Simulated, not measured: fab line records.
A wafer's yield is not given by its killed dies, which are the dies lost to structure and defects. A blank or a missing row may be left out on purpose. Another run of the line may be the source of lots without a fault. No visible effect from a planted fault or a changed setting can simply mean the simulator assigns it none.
Which tool is to blame? ; flow nand_harc ; 39 wafers from 13 lots sampled at 6 of the route's 1302 steps

WHAT THE GAUGES SHOWED, per wafer
NHARC_P_M2_INSPECT_27.
lot;measured;on;raw_defect_count
L540;day 7 02:38;defect_inspect-01;186 512 196
L542;day 7 17:50;defect_inspect-01;346 326 414
L543;day 8 09:23;defect_inspect-02;378 266 352
L544;day 8 12:25;defect_inspect-02;347 225 257
L545;day 9 08:08;defect_inspect-02;216 285 372
L549;day 10 23:25;defect_inspect-02;4753 4735 4435
L551;day 11 05:45;defect_inspect-01;4812 4505 4534
L556;day 13 23:26;defect_inspect-01;576 358 410
L558;day 14 10:49;defect_inspect-02;300 448 188
L559;day 14 16:10;defect_inspect-01;739 573 354
L560;day 15 04:41;defect_inspect-02;207 251 344
L561;day 15 19:57;defect_inspect-01;323 320 378
L562;day 15 22:42;defect_inspect-02;229 279 358

NHARC_END_SORT_01.
lot;measured;on;defect_limited_yield (%);killed_at_array;killed_at_other;killed_at_periphery;killed_dies;killed_open;killed_short
L540;day 25 20:25;prober-02;92.0 92.0 92.0;49 51 50;0 0 0;5 3 4;54 54 54;3 4 1;2 1 5
L542;day 25 14:12;prober-01;92.6 92.0 90.7;47 49 58;0 1 0;3 4 5;50 54 63;3 6 2;1 5 3
L543;day 26 14:32;prober-02;92.8 91.0 90.5;41 46 54;3 1 0;5 14 10;49 61 64;3 2 6;4 7 1
L544;day 26 23:17;prober-02;86.3 85.5 87.0;87 88 76;0 0 0;6 10 12;93 98 88;7 3 3;3 1 1
L545;day 27 08:34;prober-01;91.7 88.6 89.4;51 76 70;2 0 0;3 1 2;56 77 72;2 3 4;3 0 0
L549;day 28 21:55;prober-01;0 0 0;61 51 57;0 1 3;616 625 617;677 677 677;0 1 1;2 2 2
L551;day 29 12:42;prober-01;0 0 0;51 45 52;1 0 1;625 632 624;677 677 677;5 4 4;0 1 4
L556;day 32 04:54;prober-02;94.4 93.8 93.8;30 37 35;2 0 0;6 5 7;38 42 42;0 1 5;2 0 6
L558;day 32 12:42;prober-01;91.3 91.0 91.9;53 59 52;0 1 0;6 1 3;59 61 55;3 2 4;0 1 3
L559;day 33 07:40;prober-02;92.3 91.3 90.4;51 56 58;0 2 2;1 1 5;52 59 65;2 4 2;2 1 5
L560;day 33 15:46;prober-01;93.4 92.0 94.8;35 44 26;0 0 1;10 10 8;45 54 35;3 3 3;4 3 5
L561;day 34 13:55;prober-01;88.9 90.5 90.8;71 60 60;0 0 1;4 4 1;75 64 62;4 3 0;2 1 4
L562;day 34 02:55;prober-02;91.6 85.2 87.4;54 98 81;1 0 1;2 2 3;57 100 85;3 1 5;2 2 5

TOOL THAT RAN EACH LOT (tool first, then ch and the chambers of the sampled wafers, then the start)
lot;NHARC_P_M2_DEGAS_29;NHARC_P_M2_PVD_20;NHARC_P_M2_CMP_23;NHARC_P_M2_DEP_33
L540;pvd_sputter-03, day 7 01:04;pvd_sputter-03, day 7 02:11 or earlier;cmp-04 ch 0,1, day 7 02:11;pecvd-03 ch 0,2, day 7 02:46
L542;pvd_sputter-03, day 7 16:17;pvd_sputter-03, day 7 17:23 or earlier;cmp-01 ch 2,3, day 7 17:23;pecvd-03 ch 0,1,2, day 7 18:06
L543;pvd_sputter-01, day 8 07:51;pvd_sputter-01, day 8 08:56 or earlier;cmp-02 ch 0,1, day 8 08:56;pecvd-04 ch 1,2, day 8 09:32
L544;pvd_sputter-02, day 8 10:52;pvd_sputter-02, day 8 11:57 or earlier;cmp-01 ch 0,2,3, day 8 11:57;pecvd-03 ch 1,2, day 8 12:37
L545;pvd_sputter-02, day 9 06:35;pvd_sputter-02, day 9 07:43 or earlier;cmp-04 ch 0,2,3, day 9 07:43;pecvd-03 ch 0,1,2, day 9 08:25
L549;pvd_sputter-01, day 10 21:52;pvd_sputter-01, day 10 22:56 or earlier;cmp-04 ch 2,3, day 10 22:56;pecvd-01 ch 0,1, day 10 23:35
L551;pvd_sputter-02, day 11 04:10;pvd_sputter-02, day 11 05:15 or earlier;cmp-04 ch 1,2,3, day 11 05:15;pecvd-03 ch 1,2, day 11 05:54
L556;pvd_sputter-02, day 13 21:53;pvd_sputter-02, day 13 22:58 or earlier;cmp-01 ch 0,1,2, day 13 22:58;pecvd-03 ch 0,1,2, day 13 23:35
L558;pvd_sputter-03, day 14 09:16;pvd_sputter-03, day 14 10:20 or earlier;cmp-01 ch 1,2,3, day 14 10:20;pecvd-04 ch 0,1,2, day 14 11:00
L559;pvd_sputter-01, day 14 14:38;pvd_sputter-01, day 14 15:42 or earlier;cmp-04 ch 0,1,3, day 14 15:42;pecvd-04 ch 1,2, day 14 16:22
L560;pvd_sputter-02, day 15 03:08;pvd_sputter-02, day 15 04:15 or earlier;cmp-04 ch 0,2,3, day 15 04:15;pecvd-04 ch 0,1, day 15 04:53
L561;pvd_sputter-01, day 15 18:22;pvd_sputter-01, day 15 19:28 or earlier;cmp-04 ch 0,1,3, day 15 19:28;pecvd-04 ch 1,2, day 15 20:08
L562;pvd_sputter-01, day 15 21:08;pvd_sputter-01, day 15 22:16 or earlier;cmp-01 ch 2,3, day 15 22:16;pecvd-03 ch 0,1,2, day 15 22:53
- NHARC_P_M2_DEGAS_29: time 60 s.
- NHARC_P_M2_PVD_20: deposits TaN, target thk 5 nm, time 8.06 s.
- NHARC_P_M2_CMP_23: polishes, t overpolish 20 s, target thk 144.3 nm.
- NHARC_P_M2_DEP_33: deposits SiCN, target thk 30 nm.

WHAT THE TOOLS THEMSELVES READ (means of the sampled wafers that have a number; where no wafer has one, the mark that the record gives instead)
NHARC_P_M2_DEGAS_29.
lot;tool;heater_power_w (W)
L540;pvd_sputter-03;326
L542;pvd_sputter-03;316
L543;pvd_sputter-01;346
L544;pvd_sputter-02;342
L545;pvd_sputter-02;357
L549;pvd_sputter-01;339
L551;pvd_sputter-02;356
L556;pvd_sputter-02;346
L558;pvd_sputter-03;340
L559;pvd_sputter-01;321
L560;pvd_sputter-02;337
L561;pvd_sputter-01;334
L562;pvd_sputter-01;266

NHARC_P_M2_PVD_20.
lot;tool;substrate_temp_c (C);throttle_valve_pct (%)
L540;pvd_sputter-03;50.00;28.7
L542;pvd_sputter-03;50.05;29.2
L543;pvd_sputter-01;49.84;31.9
L544;pvd_sputter-02;50.00;30.6
L545;pvd_sputter-02;50.00;30.4
L549;pvd_sputter-01;50.05;31.6
L551;pvd_sputter-02;49.97;30.4
L556;pvd_sputter-02;50.13;30.2
L558;pvd_sputter-03;50.05;30.2
L559;pvd_sputter-01;49.93;32.1
L560;pvd_sputter-02;49.94;29.7
L561;pvd_sputter-01;49.99;31.9
L562;pvd_sputter-01;50.04;31.9

NHARC_P_M2_CMP_23.
lot;tool;motor_current_A (A);time_to_endpoint_s (s)
L540;cmp-04;12.8;25.3
L542;cmp-01;11.8;28.7
L543;cmp-02;11.1;28.2
L544;cmp-01;12.5;31.6
L545;cmp-04;12.9;24.0
L549;cmp-04;13.2;37.7
L551;cmp-04;13.1;37.1
L556;cmp-01;13.0;28.8
L558;cmp-01;12.6;31.0
L559;cmp-04;12.9;25.5
L560;cmp-04;12.8;25.2
L561;cmp-04;12.6;24.9
L562;cmp-01;12.1;29.5

NHARC_P_M2_DEP_33.
lot;tool;heater_power_w (W)
L540;pecvd-03;606
L542;pecvd-03;533
L543;pecvd-04;487
L544;pecvd-03;563
L545;pecvd-03;554
L549;pecvd-01;580
L551;pecvd-03;582
L556;pecvd-03;527
L558;pecvd-04;551
L559;pecvd-04;478
L560;pecvd-04;639
L561;pecvd-04;511
L562;pecvd-03;557

THE ANSWER, worked out from the rows above alone
Rule: the usual values come from the lots themselves. The widest of any qualifying gaps counts: lots, ordered by their means at a reading, are off when they make up no more than a third of the lots, leave a main group of 4 or more, and stand apart from it by 3 or more times the standard deviation of that group's means. The tables above print the reading to a certain number of digits; a main group whose means all agree to those digits is not used. A lot without any number at a reading at which 4 lots or more have one is off too. The other lots that the step has rows for count as sound. First the gauges in route order, then the tools' own readings, where a lot's mean is used as printed above. The first step at which some lot is off is used, and at that step the reading that is off furthest; a lot without a number counts as furthest.
Off, at NHARC_P_M2_INSPECT_27 on raw_defect_count: L549, L551. The main group: mean 343, standard deviation 83.
A tool fits if, at a process step before that reading, it ran every lot that is off, and no sound lot after the first of them. Not tried: the gauges at NHARC_P_M2_INSPECT_27; whatever is off there is also off at NHARC_END_SORT_01, on other tools, and gauge error can't account for it. With no start given for some of its lots, NHARC_P_M2_PVD_20 uses the hours and lot order of NHARC_P_M2_CMP_23. None of those tried fits.

WHAT THE SIMULATOR HAD PUT IN
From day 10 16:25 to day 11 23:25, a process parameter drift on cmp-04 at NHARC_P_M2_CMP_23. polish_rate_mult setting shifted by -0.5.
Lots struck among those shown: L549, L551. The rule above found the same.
